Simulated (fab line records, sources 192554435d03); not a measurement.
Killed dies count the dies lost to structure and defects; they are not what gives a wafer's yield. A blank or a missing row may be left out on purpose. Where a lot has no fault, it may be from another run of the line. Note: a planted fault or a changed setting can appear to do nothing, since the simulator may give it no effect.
A lot that was struck, set against a sound lot + flow n5_finfet + 38 out of 1938 route steps
Sound: these wafers, L696.1, L696.3, L696.5. The struck wafers were L694.3, L694.6. Last of all comes the cause.
Per side, at each step with rows, come the tool, then ch with its chambers, and then its first start. Under that, the readings that differ: sound wafers + struck wafers + difference of the means + sigmas: that difference in standard deviations of wafers without a fault.
alike: readings with means less than 2 such deviations apart, plus words and numbers identical on both sides. not compared: withheld readings, readings lacking a value on some wafer, bounds such as >300 that could conceal the same value, and numbers that have no deviation in the record and whose values overlap.
Wherever a step has rows on one side only, a row that says differs or no value, or a row with sigmas, the two part there. When numbers do not overlap yet have no deviation, they are printed without sigmas and do not part them. A reading that every wafer of one side lacks parts them only if that side has two wafers or more.

first, 9 steps without rows for these wafers: N5_MOL_CONTACT_COAG_SRD_128 (dry time 32 s); N5_MOL_CONTACT_COAG_CMP_52 (polishes, stops on SiO2, t overpolish 1.5 s, target thk 66.5 nm); N5_MOL_CONTACT_COAG_ANNEAL_112 (time 1800 s); N5_BEOL_M0_SAQP_PECVD_00 (deposits SiCN from 3MS/NH3, target thk 8 nm, time 14 s); N5_BEOL_M0_SAQP_ILD_DEP_01 (deposits SiOC from DEMS/O2, target thk 45.419 nm, time 8.7 s); N5_BEOL_M0_SAQP_HM_DEP_02 (deposits TiN, target thk 12 nm); N5_BEOL_M0_SAQP_PECVD_03 (deposits SiCN from 3MS/NH3, target thk 12 nm, time 21.1 s); N5_BEOL_M0_SAQP_PECVD_96 (deposits a-Si from SiH4/He, target thk 45 nm, time 45.2 s); N5_BEOL_M0_SAQP_PECVD_97 (deposits SiNx from SiH4/NH3/N2, target thk 23 nm, time 19.9 s).
N5_BEOL_M0_SAQP_PECVD_04: deposits a-Si from SiH4/He, target thk 60 nm, time 60.2 s.
  sound on pecvd-04 ch 1,2, day 9 23:54; struck on pecvd-03 ch 0,1, day 9 11:24
| reading                                         | sound        | struck      | difference | sigmas |
|-------------------------------------------------|--------------|-------------|------------|--------|
| model.a-Si_of_BEOL_M0_SAQP_PECVD_04.thk_nm (nm) | 59 59.4 60.2 | 100.4 102.2 | +41.8      |        |
  alike: heater_power_outer_w, heater_power_w, showerhead_plenum_p_Torr, susceptor_temp_C, throttle_valve_pct
N5_BEOL_M0_SAQP_THK_MEAS_05:
  sound on film_metro-01, day 10 00:00; struck on film_metro-01, day 9 11:30
| reading     | sound          | struck      | difference | sigmas |
|-------------|----------------|-------------|------------|--------|
| thk_nm (nm) | 59.0 59.3 60.2 | 100.5 102.2 | +41.8      | +47    |
then, 15 steps without rows for these wafers: N5_BEOL_M0_SAQP_HM_DEP_111 (deposits SiO2 from SiH4/N2O, target thk 12 nm, time 7.2 s); N5_BEOL_M0_SAQP_COAT_81 (time 60 s, resist thk 100 nm); N5_BEOL_M0_SAQP_COAT_82 (time 60 s, resist thk 30 nm); N5_BEOL_M0_SAQP_COAT_08 (resist thk 90 nm); N5_BEOL_M0_SAQP_EBR_10; N5_BEOL_M0_SAQP_SOFTBAKE_09 (time 60 s); N5_BEOL_M0_SAQP_EXPOSE_11 (exposes mask M0 CORE, target cd 42 nm); N5_BEOL_M0_SAQP_PEB_12 (peb time 60 s); N5_BEOL_M0_SAQP_DEVELOP_13 (develop time 30 s); N5_BEOL_M0_SAQP_DESCUM_19 (chemistry O2, time 7.9 s); N5_BEOL_M0_SAQP_ETCH_83 (etches SiARC in CF4, target depth 39 nm, time 65 s); N5_BEOL_M0_SAQP_ETCH_84 (etches SOC in N2/H2, target depth 100 nm, overetch 20 nm, time 150 s); N5_BEOL_M0_SAQP_STRIP_80 (strips in N2/H2); N5_BEOL_M0_SAQP_HM_OPEN_112 (chemistry CHF3/O2, target SiO2, stops on a-Si, target depth 12 nm, time 13.5 s); N5_BEOL_M0_SAQP_STRIP_113 (strips in CHF3/O2).
N5_BEOL_M0_SAQP_MANDREL_ETCH_20: etches a-Si in HBr/Cl2, stops on SiNx, target depth 60 nm, bt time 10 s, time 30 s.
  sound on rie_si-05 ch 0,1,3, day 10 01:03; struck on rie_si-02 ch 1,2, day 9 12:26
| reading                  | sound             | struck      | difference | sigmas |
|--------------------------|-------------------|-------------|------------|--------|
| oes_product_au (a.u.)    | 0.774 0.777 0.793 | 0.988 0.994 | +0.210     | +14    |
| model.etch.depth_nm (nm) | 58.99 59.33 60.15 | 90.11 87.4  | +29.26     |        |
  alike: drypump_motor_current_A, throttle_valve_pct
  not compared: rf_hours_counter_h
then, 5 steps without rows for these wafers: N5_BEOL_M0_SAQP_STRIP_86 (strips in N2/H2); N5_BEOL_M0_SAQP_STRIP_115 (strips in post etch residue remover, time 60 s); N5_BEOL_M0_SAQP_SRD_93 (time 30 s); N5_BEOL_M0_SAQP_RECESS_114 (chemistry HF/NH3, target SiO2, target depth 14.4 nm, afs cycles 3, sublimation time 60 s); N5_BEOL_M0_SAQP_SPACER1_ALD_98 (deposits SiO2, target thk 12.8 nm, pulse time 1 s, purge time 2 s).
N5_BEOL_M0_SAQP_SPACER1_ETCHBACK_99: etches SiO2 in CHF3/O2, target depth 15.4 nm, time 7.7 s.
  sound on rie_diel-02 ch 1,3, day 10 02:16; struck on rie_diel-01 ch 1,2, day 9 14:15
| reading                                         | sound          | struck     | difference | sigmas |
|-------------------------------------------------|----------------|------------|------------|--------|
| oes_product_au (a.u.)                           | 0.70 0.87 0.70 | 0.27 0.27  | -0.49      | -5     |
| model.a-Si_of_BEOL_M0_SAQP_PECVD_04.thk_nm (nm) | 58.4 58.8 59.6 | 99.8 101.4 | +41.7      |        |
  alike: CHF3_flow_sccm, drypump_motor_current_A, oes_o_777_au, rf_vpp_V, showerhead_plenum_p_Torr, throttle_valve_pct
  not compared: rf_hours_counter_h
then, 2 steps without rows for these wafers: N5_BEOL_M0_SAQP_MANDREL1_REMOVE_100 (chemistry HBr/Cl2/O2, target a-Si, stops on SiNx, bt time 10 s); N5_BEOL_M0_SAQP_ETCH_101 (etches SiNx in CH3F/O2, target depth 29.9 nm, time 42.7 s).
N5_BEOL_M0_SAQP_INSPECT_42: inspects for defects (brightfield).
  sound on defect_inspect-02, day 10 05:08; struck on defect_inspect-01, day 9 16:41
| reading          | sound       | struck    | difference | sigmas |
|------------------|-------------|-----------|------------|--------|
| raw_defect_count | 190 287 193 | 2032 1955 | +1770      | +24    |
N5_BEOL_M4_RC_MEAS_101:
  the record has rows for the sound wafers here (prober-02 ch 0, day 12 17:52) and none for the struck ones
-- a jump in the record: the struck wafers' starts before and after are 7 days apart (it breaks off in module BEOL_M4 and resumes in module PASSIVATION, where the first step shown is number 1936 of the route) --
N5_PASSIVATION_PROBE_49:
  rows exist in the record for the struck wafers here (prober-02, day 16 12:05), but not for the sound ones

## WHERE THEY PART
First at N5_BEOL_M0_SAQP_THK_MEAS_05; last, within this record, at N5_PASSIVATION_PROBE_49.

WHY: what the simulator had put in
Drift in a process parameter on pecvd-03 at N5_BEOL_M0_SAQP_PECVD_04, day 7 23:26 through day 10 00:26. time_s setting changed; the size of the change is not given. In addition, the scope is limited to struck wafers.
